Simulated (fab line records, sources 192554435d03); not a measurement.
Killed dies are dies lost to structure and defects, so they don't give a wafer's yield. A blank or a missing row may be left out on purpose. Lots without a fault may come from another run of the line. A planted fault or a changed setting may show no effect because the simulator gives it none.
Chamber matching | flow n5_finfet | N5_PMOS_HMC_CHANNEL_EPI_HM_OPEN_15 on rie_diel-03: 4 sister chambers
The step chemistry CHF3/O2, target SiO2, target depth 40.6 nm, time 20.3 s. 8 wafers are shown with their chamber, then 7 later ones without.

WAFERS WITH THEIR CHAMBER
wafer  | chamber | drypump_motor_current_A (A) | throttle_valve_pct (%)
L805.6 | 1       | 6.4                         | 18.91
L806.5 | 0       | 5.9                         | 19.04
L807.3 | 3       | 5.3                         | 19.03
L807.5 | 2       | 5.3                         | 18.62
L813.2 | 2       | 5.3                         | 18.64
L813.3 | 1       | 6.5                         | 18.91
L816.1 | 3       | 5.3                         | 19.07
L816.3 | 0       | 5.9                         | 19.08

WAFERS WITHOUT THEIR CHAMBER
wafer  | drypump_motor_current_A (A) | throttle_valve_pct (%)
L816.6 | 5.9                         | 19.08
L818.3 | 6.5                         | 18.93
L818.5 | 5.9                         | 19.09
L818.6 | 5.3                         | 19.06
L820.1 | 5.3                         | 18.68
L820.2 | 5.3                         | 19.07
L820.4 | 5.9                         | 19.10

WHICH CHAMBER EACH WENT THROUGH
wafer  | from the rows above | in truth
L816.6 | 0                   | 0
L818.3 | 1                   | 1
L818.5 | 0                   | 0
L818.6 | 3                   | 3
L820.1 | 2                   | 2
L820.2 | 3                   | 3
L820.4 | 0                   | 0
Placed correctly: 7 of 7. Can't be placed from these rows: 0. Placed wrongly: 0.
How it was worked out, from the rows above alone: a wafer's distance from a chamber is the root of the sum, over the readings, of the square of ((its reading less the chamber's mean) divided by the reading's scatter). The wafer belongs to the nearest chamber; if the next one is less than 2 further off, it can't be placed. A chamber's mean is the mean of its shown wafers. The scatter: the root of (the sum of the squares of (reading less its chamber's mean) over the shown wafers, divided by (wafers less chambers)).
